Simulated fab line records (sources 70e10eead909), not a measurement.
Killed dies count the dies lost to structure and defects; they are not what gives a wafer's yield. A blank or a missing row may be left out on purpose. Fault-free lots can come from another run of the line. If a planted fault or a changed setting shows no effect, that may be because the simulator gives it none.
Shared-tool check    flow nand-harc    Sampled: 12 lots, 36 wafers

## REASON FOR OPENING
At NHARC_A_ONON_D2_THK_MEAS_14 the reading thk-nm is flagged on 2 of 12 lots. Wafers without a fault read 1003 nm, standard deviation 7.2.
Rule: a lot is flagged when every wafer of it that has a number lies more than 4 standard deviations from that mean, or none has a number. The rest of the lots are taken to be sound.

lot   measured      on             thk-nm (nm), wafer by wafer  flag
L319  day 13 00:59  film-metro-01  1008 1007 1010               
L320  day 13 01:00  film-metro-02  1012 1010 1013               
L321  day 13 17:09  film-metro-02  1010 1012 1010               
L322  day 14 05:44  film-metro-02  1000 997 998                 
L323  day 14 05:52  film-metro-01  999 998 998                  
L325  day 14 21:17  film-metro-02  994 994 995                  
L327  day 15 22:55  film-metro-01  1010 1011 1012               
L328  day 16 10:51  film-metro-02  1451 1455 1452               FLAGGED
L330  day 16 23:12  film-metro-01  1444 1444 1445               FLAGGED
L338  day 20 01:23  film-metro-02  1008 1007 1009               
L339  day 21 01:04  film-metro-01  993 995 994                  
L340  day 21 02:55  film-metro-01  1000 1001 999                
Average over the flagged lots: 1448 nm; offset from the usual +446 nm, equal to +62 standard deviations.

## WHICH TOOL EACH LOT WENT THROUGH
4 process steps preceding the reading are held in the record, out of 1302 steps in the route. Each cell gives the tool, then ch followed by the chambers the sampled wafers passed through, then the start.
lot   flag     NHARC_A_CHANNEL_HOLE_D1_ETCH_44     NHARC_A_CHANNEL_HOLE_D1_XSEM_31  NHARC_A_CHANNEL_FILL_D1_CMP_10  NHARC_A_ONON_D2_DEP_12
L319           rie-diel-07 ch 1,3, day 9 13:17     xsem-02 ch 0, day 9 14:19        cmp-03 ch 0,1,2, day 11 16:17   pecvd-onon-03 ch 0, day 13 00:35
L320           rie-diel-07 ch 0,1,3, day 9 11:55   xsem-01 ch 0, day 9 12:54        cmp-03 ch 1,2,3, day 11 12:38   pecvd-onon-04 ch 0, day 13 00:29
L321           rie-diel-07 ch 0,2,3, day 10 03:08  xsem-02 ch 0, day 10 04:02       cmp-03 ch 0,1,2, day 12 04:35   pecvd-onon-03 ch 0, day 13 16:38
L322           rie-diel-07 ch 1,2,3, day 10 10:18  xsem-01 ch 0, day 10 11:11       cmp-03 ch 0,2,3, day 12 12:42   pecvd-onon-03 ch 0, day 14 05:17
L323           rie-diel-06 ch 0,2, day 10 11:29    xsem-02 ch 0, day 10 12:23       cmp-02 ch 0,1,2, day 12 19:01   pecvd-onon-01 ch 0, day 14 05:22
L325           rie-diel-07 ch 1,2,3, day 11 03:37  xsem-02 ch 0, day 11 04:31       cmp-04 ch 0,1,2, day 13 04:43   pecvd-onon-04 ch 0, day 14 20:46
L327           rie-diel-07 ch 1,2,3, day 12 05:54  xsem-01 ch 0, day 12 06:50       cmp-03 ch 0,2,3, day 14 09:04   pecvd-onon-04 ch 0, day 15 22:24
L328  FLAGGED  rie-diel-07 ch 1,2, day 12 14:05    xsem-01 ch 0, day 12 14:58       cmp-04 ch 1,2,3, day 14 17:06   pecvd-onon-04 ch 0, day 16 10:24
L330  FLAGGED  rie-diel-09 ch 0,1,2, day 13 05:28  xsem-02 ch 0, day 13 06:21       cmp-02 ch 0,2, day 15 06:50     pecvd-onon-04 ch 0, day 16 22:44
L338           rie-diel-07 ch 1,2,3, day 16 09:22  xsem-01 ch 0, day 16 10:14       cmp-02 ch 2,3, day 18 11:14     pecvd-onon-04 ch 0, day 20 00:53
L339           rie-diel-07 ch 0,2, day 17 09:26    xsem-01 ch 0, day 17 10:18       cmp-04 ch 0,1,3, day 19 10:48   pecvd-onon-01 ch 0, day 21 00:34
L340           rie-diel-09 ch 0,1,2, day 17 13:36  xsem-02 ch 0, day 17 14:29       cmp-03 ch 0,1,2, day 19 14:29   pecvd-onon-04 ch 0, day 21 02:25
What is done by these steps:
- NHARC_A_CHANNEL_HOLE_D1_ETCH_44: etches the open film in CF4/O2, target depth 140 nm, overetch 14 nm, time 77 s.
- NHARC_A_CHANNEL_HOLE_D1_XSEM_31
- NHARC_A_CHANNEL_FILL_D1_CMP_10: polishes, target thk 150 nm.
- NHARC_A_ONON_D2_DEP_12: target thk 1000 nm.
- NHARC_A_ONON_D2_THK_MEAS_14: measures by ellipsometry.

## FLAGGED OVER TOTAL, TOOL BY TOOL (the gauges that took the reading come last)
step                             tool           lots run  flagged  share of the flagged lots  sound lots run after its first flagged lot
NHARC_A_CHANNEL_HOLE_D1_ETCH_44  rie-diel-06    1         0        none                       -
NHARC_A_CHANNEL_HOLE_D1_ETCH_44  rie-diel-07    9         1        some                       2 (L338,L339)
NHARC_A_CHANNEL_HOLE_D1_ETCH_44  rie-diel-09    2         1        some                       1 (L340)
NHARC_A_CHANNEL_HOLE_D1_XSEM_31  xsem-01        6         1        some                       2 (L338,L339)
NHARC_A_CHANNEL_HOLE_D1_XSEM_31  xsem-02        6         1        some                       1 (L340)
NHARC_A_CHANNEL_FILL_D1_CMP_10   cmp-02         3         1        some                       1 (L338)
NHARC_A_CHANNEL_FILL_D1_CMP_10   cmp-03         6         0        none                       -
NHARC_A_CHANNEL_FILL_D1_CMP_10   cmp-04         3         1        some                       1 (L339)
NHARC_A_ONON_D2_DEP_12           pecvd-onon-01  2         0        none                       -
NHARC_A_ONON_D2_DEP_12           pecvd-onon-03  3         0        none                       -
NHARC_A_ONON_D2_DEP_12           pecvd-onon-04  7         2        all                        2 (L338,L340)
NHARC_A_ONON_D2_THK_MEAS_14      film-metro-01  6         1        some                       2 (L339,L340)
NHARC_A_ONON_D2_THK_MEAS_14      film-metro-02  6         1        some                       1 (L338)

## THE TABLE: WHAT IT ALLOWS
Rows of the table that ran each flagged lot: 1, that is pecvd-onon-04 at NHARC_A_ONON_D2_DEP_12.
- pecvd-onon-04 at NHARC_A_ONON_D2_DEP_12: 2 of its 7 lots flagged. Sound lots followed the first flagged one (L338, L340) on it, something a lasting fault affecting the whole tool could not allow.
None of the table's rows ran every flagged lot and, after the first, no sound lot.

## WHAT THE SIMULATOR PUT IN
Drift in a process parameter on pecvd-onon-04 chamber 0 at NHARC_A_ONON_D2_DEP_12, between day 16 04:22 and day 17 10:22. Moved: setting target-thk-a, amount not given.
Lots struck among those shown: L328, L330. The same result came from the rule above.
